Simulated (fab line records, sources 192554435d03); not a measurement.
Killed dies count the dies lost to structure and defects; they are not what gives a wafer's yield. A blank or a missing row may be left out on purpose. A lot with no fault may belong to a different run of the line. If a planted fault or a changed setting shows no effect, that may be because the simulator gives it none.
Split-lot study | flow n5 finfet | 39 wafers read across 7 lots, on a route 1938 steps long

THE SPLIT ITSELF
At N5_BEOL_M11_VIA_ETCH_34 (etches SiCOH lowk in C4F6/O2, target depth 184.5 nm, time 69.2 s), the setting time s was moved away from the recipe's 69.2 s on 15 of the 39 wafers read, by -50.5% to +31.5%. For the rest of the wafers, this setting stayed at what the recipe calls for.

The reading comes from the split's own step.

THE READING
SOC_of_BEOL_M11_COAT_63.thk nm (the simulator's own value, which no gauge read), in nm, at N5_BEOL_M11_VIA_ETCH_34 (etches SiCOH lowk in C4F6/O2, target depth 184.5 nm, time 69.2 s). The file gives no usual value for it. Across the 24 wafers here that went through the recipe, the average is 91.8 nm and the standard deviation 0.29 nm.

wafer  | tool, chamber at the split | time s as run, s | against the recipe | SOC_of_BEOL_M11_COAT_63.thk nm, nm | against lot-mates on the recipe
L074.1 | rie diel-03, 3             | 90.17            | +30.3%             | 89.4                               | -2.3
L074.2 | rie diel-03, 2             | 90.17            | +30.3%             | 89.2                               | -2.5
L074.3 | rie diel-03, 0             | 69.2             | recipe             | 91.8                               | -
L074.4 | rie diel-03, 1             | 69.2             | recipe             | 91.8                               | -
L074.5 | rie diel-03, 3             | 90.17            | +30.3%             | 89                                 | -2.7
L074.6 | rie diel-03, 2             | 69.2             | recipe             | 91.6                               | -
L081.1 | rie diel-04, 0             | 69.2             | recipe             | 91.6                               | -
L081.2 | rie diel-04, 2             | 69.2             | recipe             | 92                                 | -
L081.3 | rie diel-04, 1             | 69.2             | recipe             | 91.6                               | -
L081.4 | rie diel-04, 3             | 69.2             | recipe             | 92                                 | -
L081.5 | rie diel-04, 0             | 69.2             | recipe             | 92.2                               | -
L081.6 | rie diel-04, 3             | 69.2             | recipe             | 91.6                               | -
L084.1 | rie diel-01, 0             | 69.2             | recipe             | 91.8                               | -
L084.2 | rie diel-01, 2             | 69.2             | recipe             | 92                                 | -
L084.3 | rie diel-01, 1             | 34.24            | -50.5%             | 96.2                               | +4.3
L084.4 | rie diel-01, 3             | 34.24            | -50.5%             | 96                                 | +4.1
L084.5 | rie diel-01, 0             | 34.24            | -50.5%             | 96.2                               | +4.3
L084.6 | rie diel-01, 1             | 69.2             | recipe             | 91.8                               | -
L085.1 | rie diel-01, 3             | 57.79            | -16.5%             | 93                                 | +1.5
L085.2 | rie diel-01, 2             | 69.2             | recipe             | 91.4                               | -
L085.3 | rie diel-01, 0             | 69.2             | recipe             | 91.6                               | -
L085.4 | rie diel-01, 1             | 57.79            | -16.5%             | 92.8                               | +1.3
L085.5 | rie diel-01, 0             | 57.79            | -16.5%             | 92.8                               | +1.3
L085.6 | rie diel-01, 3             | 69.2             | recipe             | 91.4                               | -
L090.1 | rie diel-03, 3             | 69.2             | recipe             | 91.4                               | -
L090.3 | rie diel-03, 2             | 69.2             | recipe             | 91.8                               | -
L090.5 | rie diel-03, 0             | 69.2             | recipe             | 91.6                               | -
L096.1 | rie diel-01, 0             | 91.03            | +31.5%             | 89.8                               | -2.5
L096.2 | rie diel-01, 2             | 91.03            | +31.5%             | 89.6                               | -2.7
L096.3 | rie diel-01, 3             | 69.2             | recipe             | 92.6                               | -
L096.4 | rie diel-01, 1             | 69.2             | recipe             | 92.4                               | -
L096.5 | rie diel-01, 2             | 69.2             | recipe             | 91.8                               | -
L096.6 | rie diel-01, 1             | 91.03            | +31.5%             | 90                                 | -2.3
L095.1 | rie diel-03, 2             | 69.2             | recipe             | 91.8                               | -
L095.5 | rie diel-03, 2             | 69.2             | recipe             | 91.8                               | -
L095.2 | rie diel-03, 3             | 69.2             | recipe             | 91.8                               | -
L095.3 | rie diel-03, 1             | 85.77            | +23.9%             | 89.8                               | -2.0
L095.4 | rie diel-03, 0             | 85.77            | +23.9%             | 90                                 | -1.8
L095.6 | rie diel-03, 3             | 85.77            | +23.9%             | 90                                 | -1.8

THE FIT
A straight line over all 39 wafers: SOC_of_BEOL_M11_COAT_63.thk nm changes by -0.0798 nm for each +1% of time s; r = -0.98; the points scatter about the line by 0.31 nm.
The same after taking each lot's own level away (the mean of its wafers on the recipe; 39 wafers): -0.0826 nm for each +1%; r = -0.99; scatter 0.18 nm.
The reading moves by 4.2 nm for the largest change in time s, on that fit.
Measured against the standard deviation above, the lots' own levels, which go from 91.47 to 92.27 nm, span 2.8 times it.
The two slopes agree, so the slope changes little with the lot-to-lot level.
Check: +4.16 nm against its lot-mates is what the line predicts for one of the wafers moved furthest among these (-50.5%) when that wafer is left out of the fit. It came out at +4.33 nm against them.

THE WHOLE CHAIN: every reading that the file lists as answering this split, in the file's order
step                    | what it does                                                     | reading                                                                         | change (the file's fit)                | r (the file's)
N5_BEOL_M11_VIA_ETCH_34 | etches SiCOH lowk in C4F6/O2, target depth 184.5 nm, time 69.2 s | etch.depth nm (the simulator's own value, which no gauge read)                  | +1.88 nm for each +1% of the setting   | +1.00
N5_BEOL_M11_VIA_ETCH_34 | etches SiCOH lowk in C4F6/O2, target depth 184.5 nm, time 69.2 s | SOC_of_BEOL_M11_COAT_63.thk nm (the simulator's own value, which no gauge read) | -0.0825 nm for each +1% of the setting | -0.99

FILE'S OWN FIT
SOC_of_BEOL_M11_COAT_63.thk nm changes by -0.0825 nm for each +1% of time s, r = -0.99.
